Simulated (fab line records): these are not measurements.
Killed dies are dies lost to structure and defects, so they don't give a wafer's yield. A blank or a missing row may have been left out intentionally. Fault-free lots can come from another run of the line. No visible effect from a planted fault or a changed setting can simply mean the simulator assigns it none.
Chamber matching || flow nand harc || NHARC_A_CHANNEL_FILL_D1_ETCHBACK_20 on rie diel-05 has 4 sister chambers
The step etches the open film in C4F8/O2/Ar, target depth 27 nm, time 13.5 s. 4 wafers are shown with their chamber, then 7 later ones without.

== WAFERS PAIRED WITH THEIR CHAMBERS ==
{"wafer": "L727.4", "chamber": 2, "rf vpp V (V)": 981}
{"wafer": "L732.2", "chamber": 0, "rf vpp V (V)": 988}
{"wafer": "L733.1", "chamber": 1, "rf vpp V (V)": 971}
{"wafer": "L733.2", "chamber": 3, "rf vpp V (V)": 975}

== WAFERS WHOSE CHAMBER IS MISSING ==
{"wafer": "L733.4", "rf vpp V (V)": 980}
{"wafer": "L741.1", "rf vpp V (V)": 975}
{"wafer": "L741.2", "rf vpp V (V)": 979}
{"wafer": "L741.6", "rf vpp V (V)": 976}
{"wafer": "L743.1", "rf vpp V (V)": 970}
{"wafer": "L743.4", "rf vpp V (V)": 977}
{"wafer": "L743.5", "rf vpp V (V)": 979}

== WHICH CHAMBER EACH ONE RAN IN ==
{"wafer": "L733.4", "from the rows above": 2, "in truth": 2}
{"wafer": "L741.1", "from the rows above": 3, "in truth": 3}
{"wafer": "L741.2", "from the rows above": "can't be placed: 2 or 3", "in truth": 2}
{"wafer": "L741.6", "from the rows above": 3, "in truth": 3}
{"wafer": "L743.1", "from the rows above": 1, "in truth": 1}
{"wafer": "L743.4", "from the rows above": "can't be placed: 3 or 2", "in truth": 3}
{"wafer": "L743.5", "from the rows above": "can't be placed: 2 or 3", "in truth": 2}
Placed correctly: 4 of 7. Can't be placed from these rows: 3 (the true chamber is among the candidates in 3). Wrongly placed: 0.
How it was worked out, from the rows above alone: a wafer's distance from a chamber is the root of the sum, over the readings, of the square of ((its reading less the chamber's mean) divided by the reading's scatter). If the next closest chamber is less than 2 further off than the closest, the wafer can't be placed; otherwise it belongs to the closest. For every chamber, the mean is computed from those of its wafers that are shown. The scatter: with one shown wafer a chamber, the root of the mean of the squares of how far each hidden wafer lies from its nearest shown one.
